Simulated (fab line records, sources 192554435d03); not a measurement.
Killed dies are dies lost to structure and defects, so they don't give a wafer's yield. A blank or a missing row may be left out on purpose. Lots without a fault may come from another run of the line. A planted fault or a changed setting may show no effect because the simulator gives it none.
fab line records | flow n5_finfet
record lots=5 wafers=15 last_day=20
route steps=1938 shown BEOL_M4@1099 BEOL_M5@1112 BEOL_M7@1266 PASSIVATION@1936
lots that met no fault: from a run of the same line without faults
start_h: hours from the record's first day to the start of the lot's first wafer shown | wait_h: hours since the lot's step before | " the same as in the row above | L1.1+2: a row that stands for several wafers | - no value, or no start given | * or withheld: withheld | < > ~ a bound
route shown NAME@n: a module of which the file shows steps, and the number in the route of the first | usual: mean/standard deviation of fault-free wafers | same: alike in all rows | chamber/n: place in a boat | sites: the reading at each site | _std_site: their standard deviation | _edge_site: outer sites' mean less inner sites' | radius_mm: how far each site lies from the wafer's centre | mask NAME#n: copy n | behind: the tool/chamber that last shaped the wafer | hold: why the lot was held/for how many hours/how that ended | device: the transistor (n, p or np) that didn't switch | end of line: the same wafers' tests at the end of the route | a step without rows: its recipe alone | killed: dies lost to structure and defects at the first sort, not the wafer's yield | map: a wafer's dies, x killed, . not, _ none there
set.NAME: the setting as run; set.NAME@STEP: as run at that earlier step | model.NAME: the simulator's own value behind a step, which no gauge read
lots at some steps of the route; a table a step, a row a wafer
services: from which hour (start_h, from the record's first day; less than 0 if before it) a tool's chamber was out of use, for how many hours, and why
## steps
# step N5_BEOL_M4_ANNEAL_95
# recipe temp_c=400 time_s=240 ambient=vacuum
# step N5_BEOL_M4_SPUTTER_96
# recipe material=Cu target_thk_a=45 temp_c=-20 chamber_pressure_pa=0.07 power_w=withheld time_s=8.29
# step N5_BEOL_M4_ECD_50
# recipe material=Cu target_thk_a=3000
# step N5_BEOL_M4_ANNEAL_51
# recipe temp_c=225 time_s=90 ambient=N2
# step N5_BEOL_M4_CMP_52
# recipe stop_on=SiOC t_overpolish_s=6.8 down_force_psi=1 platen_rpm=50 clearing_platen_down_force_psi=1.5 clearing_platen_rpm=50 post_cmp_clean=cu_alkaline target_thk_nm=40 clearing_platen_pad_velocity_m_s=0.99484 pad_velocity_m_s=0.99484
# step N5_BEOL_M4_PRE_CLEAN_60
# recipe gas=NH3/H2 time_s=15 temp_c=* rf_power_w=300
# step N5_BEOL_M4_CO_CAP_55
# recipe material=Co target_thk_a=20 temp_c=200 precursor=CCTBA/H2 pressure_torr=30 time_s=102.1
# step N5_BEOL_M4_PRE_CLEAN_56
# recipe gas=NH3 time_s=15 temp_c=withheld rf_power_w=300
# step N5_BEOL_M4_DEP_57
# recipe material=SiCN target_thk_a=80 temp_c=withheld precursor=3MS/NH3 pressure_torr=3 rf_w=202 time_s=14
# step N5_BEOL_M4_RC_MEAS_101
# usual DIBL_N=36.0/1.9 DIBL_P=35.6/2.2 IOFF_N=0.15/0.031 IOFF_P=0.19/0.032 ION_N=668/11 ION_P=455/7.2 SS_N=71.5/0.65 SS_P=73.4/0.64 VT_N=251/3.6 VT_P=-253/3.3
# columns lot.wafer tool chamber start_h wait_h DIBL_N[mV/V] DIBL_P[mV/V] IOFF_N[nA/um] IOFF_P[nA/um] ION_N[uA/um] ION_P[uA/um] SS_N[mV/dec] SS_P[mV/dec] VT_N[mV] VT_P[mV]
L482.2 prober-02 0 226.81 0.2 38.0 38.6 0.21 0.24 678 460 72.4 73.2 245 -249
L482.3 " 0 " " 35.6 35.3 0.15 0.19 671 460 71.4 72.9 253 -252
L482.4 " 0 " " 37.9 38.4 0.19 0.23 674 453 71.7 74.3 247 -251
L496.1 prober-01 0 322.67 0.0 37.3 35.0 0.15 0.18 665 452 71.6 73.7 250 -254
L496.3 " 0 " " 39.6 37.6 0.20 0.22 682 458 71.9 73.6 245 -251
L496.5 " 0 " " 38.5 37.1 0.17 0.22 677 462 71.7 73.7 247 -250
L499.3 prober-02 0 322.74 0.3 36.7 36.8 0.16 0.21 679 462 71.7 74.5 253 -251
L499.4 " 0 " " 34.6 34.9 0.14 0.19 672 459 71.3 73.6 250 -251
L499.5 " 0 " " 35.8 36.5 0.16 0.21 668 459 72.2 73.2 254 -250
L498.3 prober-01 0 332.21 0.3 39.9 40.0 0.25 0.25 690 463 72.6 74.3 243 -250
L498.4 " 0 " " 36.7 36.0 0.16 0.19 667 454 71.5 73.2 245 -256
L498.5 " 0 " " 39.0 38.2 0.20 0.22 683 455 71.3 74.4 248 -249
L502.3 prober-01 0 361.83 0.3 35.6 34.6 0.14 0.20 657 454 71.8 73.5 250 -249
L502.5 " 0 " " 36.1 34.3 0.14 0.18 666 448 71.8 73.3 255 -252
L502.6 " 0 " " 35.4 34.2 0.13 0.20 672 464 70.9 73.3 251 -250
# step N5_BEOL_M5_ILD_DEP_00
# recipe material=SiCOH_lowk target_thk_a=1406.4 temp_c=300 precursor=DEMS/porogen pressure_torr=5 rf_w=500 time_s=25.9
# step N5_BEOL_M5_CURE_79
# recipe temp_c=385 time_s=240 ambient=He/Ar material=SiCOH_lowk
# step N5_BEOL_M5_PECVD_70
# recipe material=SiO2 target_thk_a=160 temp_c=400 precursor=TEOS/O2 pressure_torr=5.5 rf_w=450 teos_flow_sccm=53.8 gas=O2 flow_sccm=3000 time_s=18
# step N5_BEOL_M5_HM_DEP_02
# recipe material=TiN target_thk_a=200 temp_c=25 chamber_pressure_pa=0.49996
# step N5_BEOL_M5_COAT_59
# recipe resist=SOC temp_c=250 time_s=60 spin_rpm=1500 resist_thk_nm=60
# step N5_BEOL_M5_COAT_60
# recipe resist=SiARC temp_c=220 time_s=60 spin_rpm=1500 resist_thk_nm=12
# step N5_BEOL_M5_COAT_71
# recipe resist=underlayer temp_c=205 time_s=60 spin_rpm=1500 resist_thk_nm=5
# step N5_BEOL_M5_COAT_05
# recipe resist=CAR-EUV spin_rpm=1500 resist_thk_nm=30
# step N5_BEOL_M5_EBR_07
# recipe solvent=PGMEA ebr_width_mm=1.5
# step N5_BEOL_M5_SOFTBAKE_06
# recipe temp_c=110 time_s=60 resist=CAR-EUV
# step N5_BEOL_M5_EXPOSE_08
# recipe mask_id=M5 na=0.33 source_shape=annular sigma_inner=0.4 sigma_outer=0.8 polarization=unpolarized target_cd_nm=28 dose_mj=35.75
# step N5_BEOL_M5_PEB_09
# recipe peb_temp_c=100 peb_time_s=60 resist=CAR-EUV
# step N5_BEOL_M5_DEVELOP_10
# recipe develop_time_s=30 developer=TMAH resist=CAR-EUV rinse_liquid=surfactant_rinse dry=air_spin dev_temp_c=23
# step N5_BEOL_M5_DESCUM_16
# recipe chemistry=O2 time_s=7 source_power_w=50 bias_power_w=20 pressure_mtorr=20 rf_frequency_hz=2.712e+07 temp_c=40 resist=CAR-EUV o2_flow_sccm=225
# step N5_BEOL_M5_ETCH_72
# recipe chemistry=N2/H2 target=underlayer target_depth_a=65 mask_material=CAR-EUV time_s=5.2 ion_energy_ev=200 pressure_mtorr=30 source_w=840 bias_w=150 n2_flow_sccm=200 h2_flow_sccm=200 ends=cleared
# step N5_BEOL_M5_ETCH_61
# recipe chemistry=CF4 target=SiARC target_depth_a=156 mask_material=CAR-EUV time_s=26 ion_energy_ev=80 pressure_mtorr=40 source_w=545 bias_w=36 Ar_flow_sccm=100 cf4_flow_sccm=100 ends=cleared
# step N5_BEOL_M5_ETCH_62
# recipe chemistry=N2/H2 target=SOC target_depth_a=750 overetch_a=150 mask_material=SiARC temp_c=40 time_s=112.5 ion_energy_ev=200 pressure_mtorr=30 source_w=840 bias_w=150 n2_flow_sccm=200 h2_flow_sccm=200
# step N5_BEOL_M5_STRIP_63
# recipe chemistry=N2/H2 temp_c=40 n2_flow_sccm=200 h2_flow_sccm=200 rf_frequency_hz=6e+07
# step N5_BEOL_M5_STRIP_73
# recipe chemistry=N2/H2 temp_c=40 n2_flow_sccm=200 h2_flow_sccm=200 rf_frequency_hz=6e+07
# step N5_BEOL_M5_STRIP_64
# recipe chemistry=CF4 resist=SiARC power_w=300 bias_power_w=75 pressure_mtorr=50 cf4_flow_sccm=150 rf_frequency_hz=6e+07
# step N5_BEOL_M5_HM_OPEN_17
# recipe chemistry=Cl2/BCl3 target_depth_a=200 overetch_a=60 target=TiN mask_material=SOC ion_energy_ev=150 pressure_mtorr=10 icp_w=1000 bias_w=126 Cl2_flow_sccm=53.25 bcl3_flow_sccm=21.75 Ar_flow_sccm=25
# step N5_BEOL_M5_STRIP_19
# recipe chemistry=O2 power_w=400 temp_c=40 pressure_mtorr=30 rf_frequency_hz=6e+07 bias_power_w=0 overash_fraction=0.2 o2_flow_sccm=225
# step N5_BEOL_M5_COAT_65
# recipe resist=SOC temp_c=250 time_s=60 spin_rpm=1500 resist_thk_nm=60
# step N5_BEOL_M5_COAT_66
# recipe resist=SiARC temp_c=220 time_s=60 spin_rpm=1500 resist_thk_nm=12
# step N5_BEOL_M7_PECVD_70
# recipe material=SiO2 target_thk_a=200 temp_c=400 precursor=TEOS/O2 pressure_torr=5.5 rf_w=450 teos_flow_sccm=53.8 gas=O2 flow_sccm=3000 time_s=22.7
# usual chamber_pressure_Torr=5.499/0.013 heater_power_outer_w=443/53 heater_power_w=746/98 rf_fwd_power_W=443.8/2.4 showerhead_plenum_p_Torr=8.75/0.056 showerhead_vpp_V=1355/69 throttle_valve_pct=22.7/1.4
# columns lot.wafer tool chamber start_h wait_h chamber_pressure_Torr heater_power_outer_w heater_power_w rf_fwd_power_W showerhead_plenum_p_Torr showerhead_vpp_V throttle_valve_pct
L482.2 pecvd-02 0 247.48 0.0 5.487 470 871 445.7 8.85 1288 24.0
L482.3 " 1 " " 5.521 421 715 445.9 8.74 1357 22.5
L482.4 " 1 " " 5.520 423 688 445.8 8.77 1365 22.6
L499.3 pecvd-02 0 344.03 0.0 - - - - - - -
L499.4 " 0 " " - - - - - - -
L499.5 " 2 " " - - - - - - -
L496.1 pecvd-02 1 346.48 0.0 - - - - - - -
L496.3 " 2 " " - - - - - - -
L496.5 " 2 " " - - - - - - -
L498.3 pecvd-02 2 355.08 0.0 - - - - - - -
L498.4 " 1 " " - - - - - - -
L498.5 " 2 " " - - - - - - -
L502.3 pecvd-04 0 385.77 0.0 5.517 332 599 445.1 8.76 1337 23.1
L502.5 " 2 " " 5.489 463 873 443.0 8.70 1358 21.4
L502.6 " 1 " " 5.488 451 687 440.8 8.75 1320 24.7
# step N5_PASSIVATION_PROBE_49
# usual defect_limited_yield=91.3/1.4 killed_at_M0_to_M3=34/10 killed_at_M4_up=14/5.5 killed_at_contacts=12/6 killed_at_front_end=40/10 killed_at_other=3.0/2.4 killed_dies=103/17 killed_on_rim=13/4.3 killed_open=68/13 killed_short=34/7.8 sort_bin_4_leakage=0.00/0.014 sort_bin_5_function=5.1/0.97 sort_bin_6_memory=3.3/0.66 sort_n_pass=1077/17 sort_yield_pct=91.2/1.4
# same gross_dies=1180 killed_at_back_side=0 sort_bin_8_speed[%]=0
# columns lot.wafer tool chamber start_h wait_h defect_limited_yield[%] killed_at_M0_to_M3 killed_at_M4_up killed_at_contacts killed_at_front_end killed_at_other killed_dies killed_on_rim killed_open killed_short sort_bin_4_leakage[%] sort_bin_5_function[%] sort_bin_6_memory[%] sort_n_pass sort_yield_pct[%]
L482.2 prober-02 - 323.41 0.5 88.3 49 10 9 65 5 138 16 75 61 0 6.4 4.6 1042 88.3
L482.3 prober-02 - 323.46 0.5 90.8 45 18 7 36 2 108 12 65 40 0 5.1 3.8 1072 90.8
L482.4 prober-02 - 323.51 0.6 89.2 51 14 3 57 2 127 12 86 40 0 5.7 4.5 1053 89.2
L499.3 prober-02 - 424.53 0.1 64.1 33 337 13 38 3 424 119 75 32 0 31.5 4.2 756 64.1
L499.4 prober-02 - 424.58 0.2 62.1 54 329 12 50 2 447 110 85 43 0 34.1 3.2 733 62.1
L499.5 prober-02 - 424.63 0.2 64.1 34 339 4 44 3 424 118 76 29 0 32.2 3.5 756 64.1
L498.3 prober-01 - 428.16 0.1 62.2 29 349 22 44 2 446 118 69 42 0.08 34.2 3.1 733 62.1
L498.4 prober-01 - 428.21 0.2 63.3 39 347 11 28 8 433 14 64 31 0 33.2 3.2 747 63.3
L498.5 prober-01 - 428.26 0.2 62.2 34 360 10 41 1 446 114 65 28 0 34.0 3.6 734 62.2
L496.1 prober-02 - 434.67 0.0 62.9 21 356 13 38 10 438 18 58 41 0 34.1 2.5 742 62.9
L496.3 prober-02 - 434.77 0.1 66.2 24 334 9 26 6 399 128 47 28 0 31.4 2.2 781 66.2
L496.5 prober-02 - 434.87 0.2 67.6 31 312 11 26 2 382 115 44 41 0 29.2 2.5 798 67.6
L502.3 prober-02 - 475.40 0.1 89.2 44 6 19 49 9 127 14 79 46 0 6.4 3.8 1053 89.2
L502.5 prober-02 - 475.50 0.2 91.8 34 10 7 42 4 97 17 55 41 0 4.6 3.0 1083 91.8
L502.6 prober-02 - 475.55 0.3 91.3 21 12 16 49 5 103 14 66 37 0 5.0 3.6 1077 91.3
# killed by level:class
L482.2 GATE_CUT:geometric_particle:short=21 FIN_SAQP:geometric_particle:open=17 BEOL_M1:geometric_particle:open=9 BEOL_M2:geometric_particle:open=9 FIN_SAQP:geometric_particle:short=8 MOL_CONTACT_COAG:geometric_particle:open=8 BEOL_M0:geometric_particle:short=7 BEOL_M3:geometric_particle:open=7
L482.3 GATE_CUT:geometric_particle:open=9 BEOL_M0_SAQP:geometric_particle:open=8 BEOL_M1:geometric_particle:open=8 BEOL_M4:geometric_particle:open=7 FIN_SAQP:geometric_particle:open=6 GATE_CUT:geometric_particle:short=6 BEOL_M2:geometric_particle:open=6 BEOL_M0_SAQP:geometric_particle:short=6
L482.4 STI_FIN_REVEAL:geometric_particle:open=20 FIN_SAQP:geometric_particle:short=12 BEOL_M1:geometric_particle:open=11 BEOL_M0_SAQP:geometric_particle:short=10 BEOL_M3:geometric_particle:open=9 BEOL_M0_SAQP:geometric_particle:open=8 GATE_CUT:geometric_particle:short=6 BEOL_M2:geometric_particle:open=6
L499.3 BEOL_M7:area_pecvd=316 BEOL_M4:geometric_particle:open=16 MOL_CONTACT_COAG:geometric_particle:open=11 FIN_SAQP:geometric_particle:short=9 BEOL_M1:geometric_particle:open=8 STI_FIN_REVEAL:geometric_particle:open=7 BEOL_M2:geometric_particle:open=7 FIN_SAQP:geometric_particle:open=6
L499.4 BEOL_M7:area_pecvd=316 BEOL_M0_SAQP:geometric_particle:short=17 STI_FIN_REVEAL:geometric_particle:open=12 MOL_CONTACT_COAG:geometric_particle:open=12 FIN_SAQP:geometric_particle:short=10 FIN_SAQP:geometric_particle:open=10 BEOL_M0_SAQP:geometric_particle:open=9 BEOL_M2:geometric_particle:open=9
L499.5 BEOL_M7:area_pecvd=319 FIN_SAQP:geometric_particle:open=15 BEOL_M1:geometric_particle:open=11 STI_FIN_REVEAL:geometric_particle:open=10 BEOL_M3:geometric_particle:open=8 BEOL_M5:geometric_particle:open=8 FIN_SAQP:geometric_particle:short=7 BEOL_M4:geometric_particle:open=7
L498.3 BEOL_M7:area_pecvd=328 GATE_CUT:geometric_particle:short=12 MOL_CONTACT_COAG:geometric_particle:open=12 MOL_CONTACT_COAG:geometric_particle:short=10 BEOL_M4:geometric_particle:open=8 BEOL_M3:geometric_particle:open=8 BEOL_M2:geometric_particle:open=7 FIN_SAQP:geometric_particle:open=6
L498.4 BEOL_M7:area_pecvd=334 BEOL_M0_SAQP:geometric_particle:open=11 FIN_SAQP:geometric_particle:open=9 BEOL_M0_SAQP:geometric_particle:short=9 MOL_CONTACT_COAG:geometric_particle:open=7 BEOL_M2:geometric_particle:open=5 BEOL_M3:geometric_particle:open=5 BEOL_M4:geometric_particle:open=5
L498.5 BEOL_M7:area_pecvd=348 BEOL_M1:geometric_particle:open=14 STI_FIN_REVEAL:geometric_particle:open=12 MOL_CONTACT_COAG:geometric_particle:open=7 FIN_SAQP:geometric_particle:open=6 BEOL_M4:geometric_particle:open=6 FIN_SAQP:geometric_particle:short=4 DUMMY_GATE:geometric_particle:open=4
L496.1 BEOL_M7:area_pecvd=337 FIN_SAQP:geometric_particle:short=12 MOL_CONTACT_COAG:geometric_particle:open=10 BEOL_M3:geometric_particle:open=8 GATE_CUT:geometric_particle:short=7 BEOL_M4:geometric_particle:open=6 FIN_SAQP:geometric_particle:open=5 BEOL_M3:geometric_particle:short=3
L496.3 BEOL_M7:area_pecvd=324 MOL_CONTACT_COAG:geometric_particle:open=8 BEOL_M0_SAQP:geometric_particle:open=8 FIN_SAQP:geometric_particle:short=6 FIN_SAQP:geometric_particle:open=5 BEOL_M0_SAQP:geometric_particle:short=5 STI_FIN_REVEAL:geometric_particle:open=4 BEOL_M3:geometric_particle:open=4
L496.5 BEOL_M7:area_pecvd=295 BEOL_M0_SAQP:geometric_particle:short=12 MOL_CONTACT_COAG:geometric_particle:open=7 GATE_CUT:geometric_particle:short=6 BEOL_M2:geometric_particle:open=6 BEOL_M4:geometric_particle:short=5 FIN_SAQP:geometric_particle:short=4 GATE_CUT:geometric_particle:open=4
L502.3 MOL_CONTACT_COAG:geometric_particle:open=17 FIN_SAQP:geometric_particle:short=13 STI_FIN_REVEAL:geometric_particle:open=11 BEOL_M2:geometric_particle:open=10 BEOL_M0_SAQP:geometric_particle:short=9 FIN_SAQP:geometric_particle:open=7 BEOL_M1:geometric_particle:open=7 BEOL_M3:geometric_particle:open=5
L502.5 FIN_SAQP:geometric_particle:short=11 BEOL_M1:geometric_particle:open=9 FIN_SAQP:geometric_particle:open=8 BEOL_M3:geometric_particle:short=7 DUMMY_GATE:geometric_particle:open=5 BEOL_M3:geometric_particle:open=5 STI_FIN_REVEAL:geometric_particle:open=4 MOL_CONTACT_COAG:geometric_particle:open=4
L502.6 FIN_SAQP:geometric_particle:open=14 STI_FIN_REVEAL:geometric_particle:open=12 MOL_CONTACT_COAG:geometric_particle:open=12 FIN_SAQP:geometric_particle:short=8 BEOL_M3:geometric_particle:short=7 GATE_CUT:geometric_particle:short=4 GATE_CUT:geometric_particle:open=4 MOL_CONTACT_COAG:geometric_particle:short=4
# map L496.1 (x killed, . not)
_________________......x...x.________________
______________............x....._____________
___________x...x........x..........__________
__________.......xx.x.........x....._________
________.....x........x..x.x.x........_______
_______.x....x..........x.x...........x______
______........xx....x....x..x..........._____
_____.x......x..x.x.xxx.x.xx....xx.....x.____
____......x.x.xxx.....x..xxxx...x.........___
___.....xx.x.......xxxx..xx.x.xx...x.xx.x..__
___....xxx.x...xx...xxx.xxx.....x..x....x..__
__.x.........x..xxx..x..xxxxxxxx.xx........._
__......x.x.x..x.xxxx...xxxxx.xxxxxxx.xxx..._
_..x........x..xx.xxxxxxxxxxxxx....xx..xx..x.
_.....x.....x.xxxxxxx.x..xxxxxxxxxxx.xx.....x
_.........x..x..xxxxxxxxxxxx..xxxxxx..xx....x
_........x.x...xxxxxxx.xxxxxxxx..x..x..xxx...
_.x......x.xx.xx.xxx.xxxxxxxxxxx.xx.xxx.xx...
_..x...x.x.x.x..xxx.xx..x.xxxxx...xx...x.....
_.x..x....x..x.xx..x.xxxxxx.xxxxxx.x..x......
_.......x.....xx.xx.x.x..xxxxxxxxx.x..x......
__xx....x..x..xx.xxxxxxx.xxxx.xx.xx..xx.xx.._
__..........x..xx.x.xxxxx.x.xx..xx.x.xx....._
___..x...x........x.xxxx..xx.x.xx.x..xx....__
___.....x...xx.x.xx.xxxxxx.x.x..x.x........__
____.x....x..x..x.x.x.x.xx.xxxxx.xx.......___
_____..x..x.........xx..xxx.x..xx..x.....____
______..........x...xx.x.xxx.xx.xx......_____
_______........x..x..xx...xxxxx.x...x..______
________....xx......xxx.x...xxx.x....._______
__________.......x.................._________
___________..........x..x..x.xxx...__________
______________..xx.............._____________
_________________x......x....________________
# map L498.3 (x killed, . not)
_________________xx.xx.xx.xxx________________
______________.x.x.xxxxxxxxxxxxx_____________
___________x.xx..xx.x..x.xxx.x.x.xx__________
__________.xxxxxx..xx...x.xxxxxxxx.x_________
________x.xxxx.xxxx....x...xx....xxx.x_______
_______x.x.xx..x.x.xx..xx.xx.xx..xxxxxx______
______xx.xx......xx.........xx..x..xxx.x_____
_____xx.xx.x..x..x..x.....x..xxxxx..x.x.x____
____xx.x..xx.....x......x.......xxxx...xxx___
___xx.x..xx.xxx.....x..............xx..xxxx__
___xxx..x.x.................x....x.x.xx.xx.__
__xx...x....x.........x...........x..xxxxx.x_
__x..xx....x.............x.........x.x.....x_
_xx.x...x..x.........x..........x..xx.x..x.x.
_.x..xxx...x............xx...x..x.xx....xxxxx
_xxxxx.x.xx..........................xx.xxxxx
_xxx..xx..x......................x..x...x..xx
_x...x....x.x...........x.x......x..x.xxxxxxx
_x....x.......x............x.....x.x...xxxxxx
_xxx.xx.xx...x.....x.........x.x.x..xx..xx.x.
_xxx.x...xx...........x.......x.....x.x.x.xxx
__x.xx......xx................x.....xxx.x.xx_
__xxx.x.x...x...x...x.....xx.........x....x._
___xxxxx.x.xxx.........x..x...xx......x.x.x__
___xxx...xx...x.......................x.xxx__
____x..x.x..x...x..............x...x.x...x___
_____xxx.xx.x...x...............xx.....xx____
______xxx.......x.....x....x.x.....xxxxx_____
_______.x......x..........x.x.x..x.xxxx______
________xx.x.xxx..x..........xx.xx..xx_______
__________..x...x.....x...xxxx.xxx.._________
___________xxxx.x.xxx.x..x..x.xxxxx__________
______________xxxxx.x.x...xxxxxx_____________
_________________x....xxxxx.x________________
## services
# columns tool chamber start_h hours kind
pecvd-02 0 234.70 5.0 scheduled_down
pecvd-02 0 287.09 2.1 scheduled_down
pecvd-04 - 288.42 33.3 repair
pecvd-02 - 297.46 0.3 repair
pecvd-04 - 328.99 0.3 repair
pecvd-04 0 344.54 23.9 repair
pecvd-02 - 369.11 3.9 repair
pecvd-04 - 382.97 0.7 repair
pecvd-02 1 383.67 - clean
pecvd-02 1 383.67 - consumable_replace:showerhead
pecvd-02 1 383.67 29.0 scheduled_down
pecvd-02 1 383.67 29.0 vent_cycle
pecvd-02 2 384.82 5.5 scheduled_down
## key
first_sign step=N5_BEOL_M7_PECVD_70 reading=tool_record direction=missing
effect step=N5_PASSIVATION_PROBE_49 reading=killed_at_M4_up direction=up sigmas=59 usual=14 struck=340
more_kills_born_at N5_BEOL_M7_PECVD_70@pecvd-02=2913
met_at N5_BEOL_M7_PECVD_70
struck_wafers L496.1,L496.3,L496.5,L498.3,L498.4,L498.5,L499.3,L499.4,L499.5
onset_between 247.48 344.03
fault kind=skipped_step_whole tool=pecvd-02 chamber=- onset_h=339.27 steps=N5_BEOL_M7_PECVD_70 scope=struck_lots_only
